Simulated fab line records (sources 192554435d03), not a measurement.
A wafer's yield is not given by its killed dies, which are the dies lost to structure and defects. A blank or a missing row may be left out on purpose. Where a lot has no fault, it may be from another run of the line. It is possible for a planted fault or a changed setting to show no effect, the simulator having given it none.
Split-lot trial | flow n5Finfet | route with 1938 steps; 7 lots, 21 wafers read

== ON THE SPLIT ==
At N5_BEOL_M2_EXPOSE_25 (exposes mask V1, defocus 5 nm), the setting doseMj was moved away from the recipe's 63 on 5 of the 21 wafers read, by -4.9% to +4.8%. This setting was run at the recipe's value on the other wafers.

== FROM THE SPLIT TO THE READING: what the file shows between them, 2 steps ==
- N5_BEOL_M2_PEB_26: peb time 60 s
- N5_BEOL_M2_DEVELOP_27: develop time 30 s

== THE READING ==
cdNm, in nm, at N5_BEOL_M2_CD_MEAS_28 (target cd 26.2 nm, target cd y 24.1 nm). A value of 26.18 nm with a standard deviation of 0.23 nm is what fault-free wafers of this fab line usually give.

wafer  | tool, chamber at the split | doseMj as run | against the recipe | cdNm, nm | against lot-mates on the recipe
L074.1 | euvScanner-02, 0           | 59.9          | -4.9%              | 25.02    | -0.96
L074.2 | euvScanner-02, 0           | 63            | recipe             | 25.98    | -
L074.5 | euvScanner-02, 0           | 59.9          | -4.9%              | 24.84    | -1.14
L076.1 | euvScanner-01, 0           | 63            | recipe             | 25.98    | -
L076.4 | euvScanner-01, 0           | 63            | recipe             | 26.32    | -
L076.5 | euvScanner-01, 0           | 63            | recipe             | 26.48    | -
L079.2 | euvScanner-02, 0           | 63            | recipe             | 25.91    | -
L079.3 | euvScanner-02, 0           | 66.01         | +4.8%              | 26.88    | +0.82
L079.5 | euvScanner-02, 0           | 63            | recipe             | 26.22    | -
L086.2 | euvScanner-01, 0           | 63            | recipe             | 26.74    | -
L086.3 | euvScanner-01, 0           | 63            | recipe             | 26.50    | -
L086.5 | euvScanner-01, 0           | 63            | recipe             | 26.39    | -
L087.1 | euvScanner-01, 0           | 63            | recipe             | 26.07    | -
L087.2 | euvScanner-01, 0           | 63            | recipe             | 26.18    | -
L087.6 | euvScanner-01, 0           | 63            | recipe             | 25.97    | -
L090.3 | euvScanner-01, 0           | 63            | recipe             | 26.26    | -
L090.5 | euvScanner-01, 0           | 63            | recipe             | 26.45    | -
L090.6 | euvScanner-01, 0           | 63            | recipe             | 26.08    | -
L094.1 | euvScanner-01, 0           | 60.2          | -4.4%              | 25.54    | -0.36
L094.3 | euvScanner-01, 0           | 60.2          | -4.4%              | 25.13    | -0.77
L094.6 | euvScanner-01, 0           | 63            | recipe             | 25.90    | -

FIT RESULTS
A straight line over all 21 wafers: cdNm changes by +0.209 nm for each +1% of doseMj; r = +0.88; the points scatter about the line by 0.26 nm.
The same after taking each lot's own level away (the mean of its wafers on the recipe; 21 wafers): +0.174 nm for each +1%; r = +0.92; scatter 0.18 nm.
According to that fit, moving doseMj by its largest amount changes the reading by 0.86 nm.
Measured against the standard deviation above, the lots' own levels, which go from 25.900 to 26.543 nm, span 2.8 times it.
So the slope is not independent of the lot-to-lot level: the two fits are not the same.
Check: -0.824 nm against its lot-mates is what the line predicts for one of the wafers moved furthest among these (-4.9%) when that wafer is left out of the fit. It came out at -0.96 nm against them.

== OTHER SPLITS APPLIED TO THESE WAFERS ==
These wafers also went through other splits before the reading. Each is held against what the fit with the lots' levels taken away leaves over:
other split on the same wafers    | wafers away from the commonest value | r with cdNm (lot level and that fit taken away)
N5_BEOL_M0_SAQP_CUT_ETCH_46 timeS | 8                                    | +0.26
N5_BEOL_M1_ETCH_64 timeS          | 8                                    | +0.35
N5_BEOL_M1_COAT_68 spinRpm        | 3                                    | -0.07
N5_BEOL_M2_HM_DEP_02 targetThkA   | 5                                    | -0.11

== FILE'S OWN FIT ==
cdNm changes by +0.172 nm for each +1% of doseMj, r = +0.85.
